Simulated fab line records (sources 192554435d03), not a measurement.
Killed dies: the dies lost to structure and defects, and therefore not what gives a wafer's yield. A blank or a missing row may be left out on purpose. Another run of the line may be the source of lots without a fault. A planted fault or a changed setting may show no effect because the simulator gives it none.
fab line records    flow n5Finfet
record: lots: 11  wafers: 31  lastDay: 17
route steps=1938 shown BEOL_M0@724 MIM_TOP_LITHO@1850 MIM_BOT_ETCH@1866 TV_OPEN@1890 PASSIVATION@1936
lots untouched by any fault: they come from a run of this same line in which no faults occurred
startH: hours from the record's first day to the start of the lot's first wafer shown    waitH: how many hours have passed since the lot's step before this one    " the same as in the row above    L1.1+2: one row covering several wafers at once    - no value present, or no start provided    * or withheld: withheld    < > ~ a bound
route shown NAME@n: names a module that has steps shown in the file, with the first one's number in the route    usual: mean and standard deviation over wafers with no fault    same: alike in all rows    chamber/n: place in a boat    sites: each site's reading    _std_site: the standard deviation of these    _edge_site: inner sites' mean taken away from outer sites' mean    radiusMm: for every site, how far away it sits from the centre of the wafer    mask NAME#n: copy n    behind: the last tool/chamber to shape the wafer    hold: the reason the lot was held/the length of the hold in hours/how it ended    device: which transistor (n, p or np) failed to switch    end of line: tests of these same wafers at the route's end    a step without rows: its recipe alone    killed: at the first sort, the dies lost to defects and structure; wafer yield is something else    map: a wafer's dies, x killed, . not, _ none there
set.NAME: the setting as run; set.NAME@STEP: as run at that earlier step    model.NAME: the simulator's own value behind a step, which no gauge read
a sample of lots followed through the steps of the route, with each step as a table and each wafer as a row
services: a tool's chamber out of use, with start hour (startH, from the record's first day; less than 0 if before it), hours out, and reason
== steps ==
step: N5_BEOL_M0_HM_STRIP_129
recipe: chemistry: peroxideTinStrip  material: TiN  targetDepthA: 170  tempC: 50  timeS: 108
lot.wafer   tool         chamber  startH  waitH
L849.1+3+5  wetBench-05  4,0,3    125.87  0.0
L850.1+3+6  wetBench-05  5,1,6    134.88  0.0
L851.1+6    wetBench-05  2,6      143.65  0.0
L853.1+3+5  wetBench-06  2,4,1    155.38  0.0
L854.2+3+5  wetBench-03  6,1,7    160.54  0.0
L856.2+4+5  wetBench-06  6,4,5    170.44  0.0
L857.2+3+5  wetBench-06  2,6,1    174.37  0.0
L858.3+4+6  wetBench-06  4,3,7    182.20  0.0
L862.4+5+6  wetBench-03  2,5,1    205.93  0.0
L867.1+4+6  wetBench-05  3,2,5    247.28  0.0
L870.5+6    wetBench-03  4,0      260.02  0.0
step: N5_MIM_TOP_LITHO_DESCUM_10
recipe: chemistry: O2  timeS: 7.9  sourcePowerW: 50  biasPowerW: 20  pressureMtorr: 20  rfFrequencyHz: 2.712e+07  tempC: 40  o2FlowSccm: 225
usual: drypumpMotorCurrentA: 5.5/0.54  oesProductAu: 0.82/0.076  rfVppV: 243.5/1.4  showerheadPlenumPTorr: 2.11/0.079  throttleValvePct: 20.43/0.18
lot.wafer  tool        chamber  startH  waitH  drypumpMotorCurrentA  oesProductAu  rfHoursCounterH  rfVppV  showerheadPlenumPTorr  throttleValvePct
L849.1     rieDiel-05  2        257.92  0.0    5.3                   0.84          79               243.5   2.12                   20.17
L849.3     "           1        "       "      5.3                   0.88          28               243.9   2.21                   20.41
L849.5     "           1        "       "      5.3                   0.89          -                244.8   2.21                   20.41
L854.2     rieDiel-04  0        293.74  0.0    6.7                   0.70          225              243.4   2.13                   20.31
L854.3     "           1        "       "      5.9                   0.92          19               245.0   2.16                   20.80
L854.5     "           1        "       "      5.9                   0.92          -                243.4   2.16                   20.79
L850.1     rieDiel-05  2        293.91  0.0    5.3                   0.81          96               243.8   2.11                   20.18
L850.3     "           1        "       "      5.3                   0.87          45               246.1   2.20                   20.45
L850.6     "           2        "       "      5.3                   0.82          -                243.4   2.11                   20.18
L851.1     rieDiel-06  0        295.43  0.2    6.2                   0.91          21               241.9   2.03                   20.38
L851.6     "           1        "       "      4.8                   0.67          -                244.8   2.03                   20.46
L853.1     rieDiel-06  3        301.90  0.0    5.9                   0.78          140              243.7   2.10                   20.48
L853.3     "           0        "       "      6.2                   0.92          23               241.7   2.03                   20.39
L853.5     "           0        "       "      6.2                   0.92          -                242.6   2.03                   20.40
L857.2     rieDiel-06  2        321.92  0.0    5.1                   0.75          145              245.7   2.21                   20.35
L857.3     "           1        "       "      4.8                   0.98          1                244.3   2.03                   20.15
L857.5     "           2        "       "      5.1                   0.75          -                245.0   2.21                   20.34
L856.2     rieDiel-04  3        321.95  0.0    6.2                   0.73          178              242.6   1.99                   20.72
L856.4     "           1        "       "      5.8                   0.89          32               243.0   2.15                   20.83
L856.5     "           3        "       "      6.2                   0.72          -                241.2   1.99                   20.73
L858.3     rieDiel-04  0        332.31  0.5    6.7                   0.69          239              243.9   2.13                   20.35
L858.4     "           1        "       "      5.9                   0.88          35               243.4   2.15                   20.83
L858.6     "           1        "       "      5.8                   0.89          -                243.9   2.15                   20.83
L862.4     rieDiel-06  3        343.67  0.3    5.9                   0.75          -                241.7   2.09                   20.53
L862.5     "           1        "       "      4.8                   0.92          -                242.5   2.03                   20.16
L862.6     "           2        "       "      5.1                   0.73          -                244.6   2.20                   20.36
L867.1     rieDiel-04  1        386.14  0.0    5.8                   0.86          57               244.4   2.14                   20.86
L867.4     "           2        "       "      5.6                   0.84          -                241.9   2.01                   20.33
L867.6     "           1        "       "      5.9                   0.84          -                243.3   2.14                   20.86
L870.5     rieDiel-05  3        391.10  0.1    6.3                   0.89          -                244.3   2.13                   20.30
L870.6     "           0        "       "      4.8                   0.85          -                243.1   2.23                   20.59
step: N5_MIM_BOT_ETCH_ETCH_04
recipe: chemistry: CF4/O2  target: SiNx  targetDepthA: 260  timeS: 13  ionEnergyEv: 100  pressureMtorr: 40  sourceW: 535  biasW: 49  Ar_flow_sccm: 100  cf4FlowSccm: 100  O2_flow_sccm: 10
usual: O2_flow_sccm: 10.005/0.029  drypumpMotorCurrentA: 5.6/0.54  oes_f_703_au: 0.81/0.099  oesProductAu: 0.82/0.087  rfVppV: 244/6.2  showerheadPlenumPTorr: 2.21/0.077  throttleValvePct: 16.03/0.21
lot.wafer  tool        chamber  startH  waitH  O2_flow_sccm  drypumpMotorCurrentA  oes_f_703_au  oesProductAu  rfHoursCounterH  rfVppV  showerheadPlenumPTorr  throttleValvePct
L849.1     rieDiel-06  0        258.86  0.0    9.947         6.2                   0.94          0.96          9                237     2.16                   15.98
L849.3     "           1        "       "      10.017        4.8                   0.70          0.68          237              234     2.17                   16.22
L849.5     "           2        "       "      10.028        5.1                   0.73          0.76          -                251     2.34                   15.92
L854.2     rieDiel-06  3        294.73  0.0    9.992         5.9                   0.73          0.76          138              252     2.21                   16.03
L854.3     "           2        "       "      9.980         5.1                   0.72          0.76          131              249     2.33                   15.96
L854.5     "           3        "       "      9.977         5.9                   0.73          0.76          -                251     2.21                   16.05
L850.1     rieDiel-06  3        294.92  0.0    9.995         5.8                   0.73          0.76          139              253     2.21                   16.04
L850.3     "           1        "       "      9.956         4.8                   0.69          0.69          248              233     2.16                   16.24
L850.6     "           0        "       "      9.982         6.2                   0.91          0.91          -                235     2.16                   15.99
L851.1     rieDiel-04  2        296.37  0.0    9.997         5.7                   0.82          0.87          43               248     2.14                   15.86
L851.6     "           0        "       "      10.016        6.7                   0.70          0.71          -                252     2.27                   16.16
L853.1     rieDiel-05  2        303.13  0.0    10.004        5.3                   0.78          0.80          100              240     2.20                   15.66
L853.3     "           0        "       "      10.012        4.8                   0.95          0.94          39               246     2.34                   15.92
L853.5     "           1        "       "      10.026        5.3                   0.89          0.89          -                245     2.31                   16.02
L857.2     rieDiel-05  2        322.84  0.0    10.040        5.3                   0.76          0.78          110              239     2.20                   15.66
L857.3     "           1        "       "      9.971         5.3                   0.88          0.87          59               245     2.31                   16.04
L857.5     "           2        "       "      10.005        5.3                   0.77          0.79          -                241     2.20                   15.64
L856.2     rieDiel-06  1        323.00  0.0    10.044        4.8                   0.97          0.98          2                234     2.16                   15.78
L856.4     "           2        "       "      10.041        5.1                   0.71          0.74          -                249     2.33                   15.96
L856.5     "           1        "       "      10.036        4.8                   0.97          0.96          -                233     2.16                   15.78
L858.3     rieDiel-05  2        333.35  0.0    10.013        5.3                   0.76          0.77          116              238     2.20                   15.67
L858.4     "           0        "       "      9.965         4.8                   0.93          0.92          -                245     2.33                   15.95
L858.6     "           1        "       "      10.006        5.3                   0.87          0.85          -                244     2.31                   16.05
L862.4     rieDiel-04  2        344.57  0.0    10.032        5.6                   0.80          0.83          65               248     2.13                   15.88
L862.5     "           2        "       "      9.991         5.7                   0.80          0.83          -                249     2.13                   15.89
L862.6     "           3        "       "      9.955         6.2                   0.69          0.71          -                246     2.12                   16.38
L867.1     rieDiel-05  2        387.07  0.0    10.036        5.3                   0.75          0.76          136              240     2.19                   15.72
L867.4     "           3        "       "      10.006        6.3                   0.87          0.88          42               249     2.23                   15.79
L867.6     "           2        "       "      10.045        5.3                   0.75          0.76          -                239     2.19                   15.71
L870.5     rieDiel-06  3        391.93  0.0    10.011        5.9                   0.69          0.72          -                250     2.19                   16.12
L870.6     "           2        "       "      9.995         5.1                   0.69          0.72          -                250     2.32                   16.04
step: N5_PASSIVATION_ETCH_15
recipe: chemistry: CF4/N2  target: SiCN  targetDepthA: 750  taperDeg: 2  timeS: 81.2  ionEnergyEv: 150  maskMaterial: SiNx  pressureMtorr: 40  sourceW: 430  biasW: 70  Ar_flow_sccm: 100  cf4FlowSccm: 60  n2FlowSccm: 60
usual: drypumpMotorCurrentA: 5.9/0.39  n2FlowSccm: 60.00/0.18  oesProductAu: 0.79/0.098  rfVppV: 382.7/1.8  showerheadPlenumPTorr: 2.21/0.066  throttleValvePct: 15.45/0.29
lot.wafer  tool        chamber  startH  waitH  drypumpMotorCurrentA  n2FlowSccm  oesProductAu  rfHoursCounterH  rfVppV  showerheadPlenumPTorr  throttleValvePct
L849.1     rieDiel-03  0        -       -      6.1                   59.89       0.72          184              383.6   2.28                   15.36
L849.3     "           2        "       "      6.4                   59.76       0.72          189              382.0   2.19                   15.51
L849.5     "           3        "       "      6.5                   59.99       0.84          -                385.2   2.33                   15.23
L850.1     rieDiel-02  0        -       -      5.9                   60.04       0.92          23               384.4   2.23                   15.07
L850.3     "           1        "       "      5.7                   59.97       0.68          227              378.7   2.11                   15.88
L850.6     "           1        "       "      5.7                   59.82       0.68          -                379.3   2.11                   15.87
L854.2     rieDiel-01  0        -       -      5.1                   59.69       0.72          219              383.4   2.28                   15.55
L854.3     "           1        "       "      5.6                   60.04       0.91          33               380.6   2.15                   14.95
L854.5     "           2        "       "      5.4                   59.97       0.82          -                383.2   2.21                   15.62
L851.1     rieDiel-03  1        -       -      5.7                   59.95       0.70          204              383.7   2.18                   15.75
L851.6     "           0        "       "      6.1                   60.00       0.72          -                384.0   2.27                   15.38
L853.1     rieDiel-03  1        -       -      5.7                   60.08       0.70          206              381.4   2.18                   15.76
L853.3     "           0        "       "      6.1                   60.14       0.71          199              385.9   2.27                   15.39
L853.5     "           0        "       "      6.1                   59.96       0.71          -                383.9   2.27                   15.39
L856.2     rieDiel-02  2        -       -      6.0                   59.81       0.71          225              383.8   2.28                   15.68
L856.4     "           2        "       "      6.0                   60.05       0.72          -                384.3   2.28                   15.69
L856.5     "           0        "       "      5.9                   60.25       0.90          -                383.5   2.23                   15.11
L857.2     rieDiel-03  0        -       -      6.1                   60.21       0.70          205              384.1   2.27                   15.42
L857.3     "           3        "       "      6.6                   59.86       0.81          79               385.0   2.32                   15.28
L857.5     "           3        "       "      6.6                   59.80       0.82          -                385.2   2.32                   15.28
L858.3     rieDiel-01  3        -       -      6.3                   60.15       0.94          19               380.8   2.16                   15.08
L858.4     "           2        "       "      5.4                   59.90       0.80          119              382.3   2.21                   15.65
L858.6     "           3        "       "      6.3                   59.93       0.94          -                381.5   2.16                   15.07
L862.4     rieDiel-02  0        -       -      5.9                   59.91       0.90          -                382.5   2.23                   15.11
L862.5     "           1        "       "      5.7                   59.95       0.67          -                379.5   2.10                   15.90
L862.6     "           2        "       "      6.0                   59.86       0.71          -                383.6   2.28                   15.72
L867.1     rieDiel-01  1        -       -      5.7                   59.86       0.85          62               380.8   2.14                   15.00
L867.4     "           0        "       "      5.1                   60.50       0.69          247              384.7   2.27                   15.59
L867.6     "           0        "       "      5.1                   60.09       0.69          -                383.6   2.27                   15.58
L870.5     rieDiel-02  3        -       -      5.7                   59.89       0.94          -                380.3   2.15                   15.39
L870.6     "           1        "       "      5.7                   59.90       0.97          -                386.1   2.37                   15.40
step: N5_PASSIVATION_PROBE_49
usual: defectLimitedYield: 91.4/1.5  killed_at_M0_to_M3: 36/11  killed_at_M4_up: 14/6  killedAtContacts: 11/6  killedAtFrontEnd: 37/11  killedAtOther: 4/3.4  killedDies: 102/18  killedOnRim: 13/3.5  killedOpen: 66/13  killedShort: 34/7.8  sort_bin_4_leakage: 0.00/0.017  sort_bin_5_function: 5.0/0.97  sort_bin_6_memory: 3.2/0.7  sortNPass: 1078/19  sortYieldPct: 91.3/1.6
same: grossDies: 1180  killedAtBackSide: 0  sort_bin_8_speed[%]: 0
lot.wafer  tool       chamber  startH  waitH  defectLimitedYield[%]  killed_at_M0_to_M3  killed_at_M4_up  killedAtContacts  killedAtFrontEnd  killedAtOther  killedDies  killedOnRim  killedOpen  killedShort  sort_bin_4_leakage[%]  sort_bin_5_function[%]  sort_bin_6_memory[%]  sortNPass  sortYieldPct[%]
L858.3     prober-02  -        343.39  0.1    93.2                   28                  10               7                 31                4              80          9            51          28           0                      3.6                     3.1                   1100       93.2
L858.4     prober-02  -        343.44  0.2    93.6                   25                  6                9                 34                1              75          7            47          28           0.08                   3.4                     2.7                   1104       93.6
L858.6     prober-02  -        343.54  0.3    88.7                   89                  12               8                 22                2              133         31           45          24           0                      7.1                     2.5                   1047       88.7
killed by level:class
L858.3 FIN_SAQP:geometricParticle:open=14 BEOL_M2:geometricParticle:open=10 MOL_CONTACT_COAG:geometricParticle:open=6 BEOL_M1:geometricParticle:open=5 BEOL_M1:geometricParticle:short=5 FIN_SAQP:geometricParticle:short=4 SPACER0:geometricParticle:short=3 BEOL_M4:geometricParticle:open=3
L858.4 FIN_SAQP:geometricParticle:open=7 BEOL_M0_SAQP:geometricParticle:short=6 MOL_CONTACT_COAG:geometricParticle:open=5 BEOL_M2:geometricParticle:open=5 STI_FIN_REVEAL:geometricParticle:open=4 GATE_CUT:geometricParticle:short=4 GATE_CUT:geometricParticle:open=4 MOL_CONTACT_COAG:geometricParticle:short=4
L858.6 BEOL_M0:unspecified=56 BEOL_M0_SAQP:geometricParticle:short=6 BEOL_M1:geometricParticle:open=6 BEOL_M2:geometricParticle:open=6 MOL_CONTACT_COAG:geometricParticle:open=5 BEOL_M0_SAQP:geometricParticle:open=5 STI_FIN_REVEAL:geometricParticle:open=4 DUMMY_GATE:geometricParticle:open=4
== services ==
tool         chamber  startH  hours  kind
wetBench-06  -        131.95  1.9    pm
rieDiel-04   0        138.65  5.3    repair
rieDiel-01   0        140.58  7.1    repair
rieDiel-01   -        143.86  3.3    repair
rieDiel-06   0        147.08  5.7    repair
rieDiel-03   1        147.36  3.3    repair
rieDiel-03   -        160.73  0.5    repair
wetBench-05  -        188.75  2.9    repair
rieDiel-03   -        198.08  1.1    repair
rieDiel-03   -        199.54  2.6    repair
rieDiel-01   3        213.02  48.6   repair
rieDiel-03   0        216.61  2.9    repair
rieDiel-04   1        235.62  8.8    repair
rieDiel-05   3        239.05  115.1  repair
rieDiel-03   -        283.25  0.1    repair
rieDiel-03   1        299.40  1.6    repair
rieDiel-02   1        311.81  7.9    repair
rieDiel-02   3        314.33  6.4    repair
rieDiel-06   0        336.10  14.8   repair
rieDiel-01   2        344.05  3.6    repair
rieDiel-05   0        345.00  5.6    repair
rieDiel-02   3        358.48  9.0    repair
rieDiel-01   3        371.86  5.6    repair
rieDiel-05   -        384.77  1.2    repair
== key ==
firstSign: step: N5_PASSIVATION_PROBE_49  reading: killed_at_M0_to_M3  direction: up  sigmas: 5  usual: 36  struck: 89
effect: step: N5_PASSIVATION_PROBE_49  reading: killedOnRim  direction: up  sigmas: 5.2  usual: 13  struck: 31
moreKillsBornAt: N5_BEOL_M0_HM_STRIP_129@wetBench-06: 56
metAt N5_BEOL_M0_HM_STRIP_129
struckLots L858
struckWafers L858.6
notActingAt N5_MIM_TOP_LITHO_DESCUM_10,N5_MIM_BOT_ETCH_ETCH_04,N5_PASSIVATION_ETCH_15
fault: kind: chamberParticleSource  tool: wetBench-06  chamber: 7  onsetH: 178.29  steps: N5_BEOL_M0_HM_STRIP_129  ratePerVisitCm2: 0.72023  endH: 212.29
